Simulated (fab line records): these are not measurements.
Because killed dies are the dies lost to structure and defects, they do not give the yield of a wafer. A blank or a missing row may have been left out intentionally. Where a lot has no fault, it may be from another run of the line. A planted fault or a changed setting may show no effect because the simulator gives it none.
Split-lot experiment :: flow n5_finfet :: on a route of 1938 steps: 7 lots, 21 wafers read

## THE SPLIT
At N5_GATE_CUT_ALD_22 (deposits SiNx, target thk 16 nm, pulse time 1 s, ald cycles 320), the setting ald_cycles was moved away from the recipe's 320 on 9 of the 21 wafers read, by -14.4% to +15.6%. The other wafers ran this setting at the recipe's value.

There is no step in the file separating the split from the reading.

## THE READING
SiNx_of_GATE_CUT_ALD_22.thk_nm (the simulator's own value, which no gauge read), in nm, at N5_GATE_CUT_CMP_23 (polishes, stops on SiO2, t overpolish 23.4 s, target thk 16 nm). There is no usual value for it anywhere in the file. Across the 12 wafers here that went through the recipe, the average is 15.9 nm and the standard deviation 0.13 nm.

wafer: L076.4
tool, chamber at the split: ald_sin-01, 2,0
ald_cycles as run: 320
against the recipe: recipe
SiNx_of_GATE_CUT_ALD_22.thk_nm, nm: 16
against lot-mates on the recipe: -

wafer: L076.5
tool, chamber at the split: ald_sin-01, 2,0
ald_cycles as run: 320
against the recipe: recipe
SiNx_of_GATE_CUT_ALD_22.thk_nm, nm: 16
against lot-mates on the recipe: -

wafer: L076.6
tool, chamber at the split: ald_sin-01, 1
ald_cycles as run: 320
against the recipe: recipe
SiNx_of_GATE_CUT_ALD_22.thk_nm, nm: 15.8
against lot-mates on the recipe: -

wafer: L077.2
tool, chamber at the split: ald_sin-02, 3
ald_cycles as run: 369
against the recipe: +15.3%
SiNx_of_GATE_CUT_ALD_22.thk_nm, nm: 17
against lot-mates on the recipe: +1.0

wafer: L077.1
tool, chamber at the split: ald_sin-02, 1
ald_cycles as run: 320
against the recipe: recipe
SiNx_of_GATE_CUT_ALD_22.thk_nm, nm: 16
against lot-mates on the recipe: -

wafer: L077.6
tool, chamber at the split: ald_sin-02, 3
ald_cycles as run: 369
against the recipe: +15.3%
SiNx_of_GATE_CUT_ALD_22.thk_nm, nm: 17.4
against lot-mates on the recipe: +1.4

wafer: L084.3
tool, chamber at the split: ald_sin-02, 3,2,0
ald_cycles as run: 370
against the recipe: +15.6%
SiNx_of_GATE_CUT_ALD_22.thk_nm, nm: 18
against lot-mates on the recipe: no lot-mate on the recipe

wafer: L084.1
tool, chamber at the split: ald_sin-02, 3,2,0
ald_cycles as run: 370
against the recipe: +15.6%
SiNx_of_GATE_CUT_ALD_22.thk_nm, nm: 17.8
against lot-mates on the recipe: no lot-mate on the recipe

wafer: L084.2
tool, chamber at the split: ald_sin-02, 3,2,0
ald_cycles as run: 370
against the recipe: +15.6%
SiNx_of_GATE_CUT_ALD_22.thk_nm, nm: 18.2
against lot-mates on the recipe: no lot-mate on the recipe

wafer: L085.3
tool, chamber at the split: ald_sin-02, 1
ald_cycles as run: 357
against the recipe: +11.6%
SiNx_of_GATE_CUT_ALD_22.thk_nm, nm: 17.4
against lot-mates on the recipe: +1.7

wafer: L085.5
tool, chamber at the split: ald_sin-02, 2
ald_cycles as run: 320
against the recipe: recipe
SiNx_of_GATE_CUT_ALD_22.thk_nm, nm: 15.8
against lot-mates on the recipe: -

wafer: L085.6
tool, chamber at the split: ald_sin-02, 1
ald_cycles as run: 320
against the recipe: recipe
SiNx_of_GATE_CUT_ALD_22.thk_nm, nm: 15.6
against lot-mates on the recipe: -

wafer: L090.4
tool, chamber at the split: ald_sin-01, 3,0
ald_cycles as run: 320
against the recipe: recipe
SiNx_of_GATE_CUT_ALD_22.thk_nm, nm: 16
against lot-mates on the recipe: -

wafer: L090.1
tool, chamber at the split: ald_sin-01, 3,0
ald_cycles as run: 320
against the recipe: recipe
SiNx_of_GATE_CUT_ALD_22.thk_nm, nm: 16
against lot-mates on the recipe: -

wafer: L090.2
tool, chamber at the split: ald_sin-01, 2
ald_cycles as run: 274
against the recipe: -14.4%
SiNx_of_GATE_CUT_ALD_22.thk_nm, nm: 13.6
against lot-mates on the recipe: -2.4

wafer: L093.3
tool, chamber at the split: ald_sin-01, 1
ald_cycles as run: 320
against the recipe: recipe
SiNx_of_GATE_CUT_ALD_22.thk_nm, nm: 16
against lot-mates on the recipe: -

wafer: L093.6
tool, chamber at the split: ald_sin-01, 2
ald_cycles as run: 320
against the recipe: recipe
SiNx_of_GATE_CUT_ALD_22.thk_nm, nm: 15.8
against lot-mates on the recipe: -

wafer: L093.5
tool, chamber at the split: ald_sin-01, 1
ald_cycles as run: 292
against the recipe: -8.8%
SiNx_of_GATE_CUT_ALD_22.thk_nm, nm: 14.4
against lot-mates on the recipe: -1.5

wafer: L097.1
tool, chamber at the split: ald_sin-04, 2,3
ald_cycles as run: 320
against the recipe: recipe
SiNx_of_GATE_CUT_ALD_22.thk_nm, nm: 16
against lot-mates on the recipe: -

wafer: L097.2
tool, chamber at the split: ald_sin-04, 2,3
ald_cycles as run: 320
against the recipe: recipe
SiNx_of_GATE_CUT_ALD_22.thk_nm, nm: 16
against lot-mates on the recipe: -

wafer: L097.5
tool, chamber at the split: ald_sin-04, 0
ald_cycles as run: 303
against the recipe: -5.3%
SiNx_of_GATE_CUT_ALD_22.thk_nm, nm: 15.2
against lot-mates on the recipe: -0.8
If several chambers appear in one row, that row covers several wafers at once and the file leaves open which wafer was in which chamber.

THE FIT
A straight line over all 21 wafers: SiNx_of_GATE_CUT_ALD_22.thk_nm changes by +0.128 nm for each +1% of ald_cycles; r = +0.97; the points scatter about the line by 0.28 nm.
The same after taking each lot's own level away (the mean of its wafers on the recipe; 18 wafers): +0.12 nm for each +1%; r = +0.95; scatter 0.3 nm.
According to that fit, moving ald_cycles by its largest amount changes the reading by 1.9 nm.
From 15.70 to 16.00 nm: that is the span of the lots' own levels, equal to 2.3 times the standard deviation above.
So the lot-to-lot level changes the slope little: the two slopes agree.
Check: for one of the wafers moved furthest among these (+15.3%), held out of the fit, the line's prediction against its lot-mates is +2.01 nm. Against them it came out at +1 nm.

## OTHER SPLITS APPLIED TO THESE WAFERS
These wafers also went through other splits before the reading. Each is held against what the fit with the lots' levels taken away leaves over:
other split on the same wafers: N5_SD_EPI_N_PEB_07 peb_time_s
wafers away from the commonest value: 6
r with SiNx_of_GATE_CUT_ALD_22.thk_nm (lot level and that fit taken away): +0.29

other split on the same wafers: N5_SD_EPI_N_ETCH_35 source_w
wafers away from the commonest value: 8
r with SiNx_of_GATE_CUT_ALD_22.thk_nm (lot level and that fit taken away): -0.11

other split on the same wafers: N5_SD_EPI_N_ETCH_16 target_depth_a
wafers away from the commonest value: 7
r with SiNx_of_GATE_CUT_ALD_22.thk_nm (lot level and that fit taken away): +0.36

other split on the same wafers: N5_SDB_COAT_05 spin_rpm
wafers away from the commonest value: 11
r with SiNx_of_GATE_CUT_ALD_22.thk_nm (lot level and that fit taken away): +0.14

other split on the same wafers: N5_HKMG_FIN_ETCH_35 bias_w
wafers away from the commonest value: 10
r with SiNx_of_GATE_CUT_ALD_22.thk_nm (lot level and that fit taken away): -0.27

## THE WHOLE CHAIN: every reading that the file lists as answering this split, in the file's order
step: N5_GATE_CUT_ALD_22
what it does: deposits SiNx, target thk 16 nm, pulse time 1 s, ald cycles 320
reading: SiNx_of_GATE_CUT_ALD_22.thk_nm (the simulator's own value, which no gauge read)
change (the file's fit): +0.159 nm for each +1% of the setting
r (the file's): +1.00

step: N5_GATE_CUT_CMP_23
what it does: polishes, stops on SiO2, t overpolish 23.4 s, target thk 16 nm
reading: SiNx_of_GATE_CUT_ALD_22.thk_nm (the simulator's own value, which no gauge read)
change (the file's fit): +0.132 nm for each +1% of the setting
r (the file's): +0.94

## THE FILE'S OWN FIT
SiNx_of_GATE_CUT_ALD_22.thk_nm changes by +0.132 nm for each +1% of ald_cycles, r = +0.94.
